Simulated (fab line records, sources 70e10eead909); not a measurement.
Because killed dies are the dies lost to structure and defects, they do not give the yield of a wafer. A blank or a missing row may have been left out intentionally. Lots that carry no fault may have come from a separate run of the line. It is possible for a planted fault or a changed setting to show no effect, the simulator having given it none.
Chamber matching + flow nandHarc + NHARC_A_STAIRCASE_DEP_417 on pecvd-04 has 3 sister chambers
The step deposits Si3N4, target thk 60 nm. 3 wafers are shown with their chamber, then 10 later ones without.

WAFERS WITH THEIR CHAMBER
| wafer  | chamber | heaterPowerW (W) |
|--------|---------|------------------|
| L083.5 | 2       | 845              |
| L089.5 | 0       | 542              |
| L092.4 | 1       | 754              |

WAFERS WHOSE CHAMBER IS MISSING
| wafer  | heaterPowerW (W) |
|--------|------------------|
| L092.6 | 544              |
| L094.3 | 788              |
| L094.4 | 778              |
| L094.6 | 749              |
| L095.1 | 729              |
| L095.4 | 539              |
| L095.5 | 672              |
| L097.3 | 644              |
| L097.4 | 832              |
| L097.6 | 671              |

EACH ONE'S CHAMBER
| wafer  | from the rows above          | in truth |
|--------|------------------------------|----------|
| L092.6 | 0                            | 0        |
| L094.3 | can't be placed: 1 or 2      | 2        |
| L094.4 | can't be placed: 1 or 2      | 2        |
| L094.6 | can't be placed: 1 or 2      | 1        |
| L095.1 | can't be placed: 1 or 2      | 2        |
| L095.4 | 0                            | 0        |
| L095.5 | can't be placed: 1 or 0 or 2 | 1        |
| L097.3 | can't be placed: 0 or 1 or 2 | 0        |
| L097.4 | can't be placed: 2 or 1      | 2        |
| L097.6 | can't be placed: 1 or 0 or 2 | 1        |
Correct placement for 2 of the 10. These rows do not allow placing 8 (true chamber among the candidates in 8). Placed wrongly: 0.
How it was worked out, from the rows above alone: a wafer's distance from a chamber is the root of the sum, over the readings, of the square of ((its reading less the chamber's mean) divided by the reading's scatter). If the next closest chamber is less than 2 further off than the closest, the wafer can't be placed; otherwise it belongs to the closest. For every chamber, the mean is computed from those of its wafers that are shown. The scatter: root of mean squared gap, hidden wafer to nearest shown wafer, with one shown wafer a chamber.
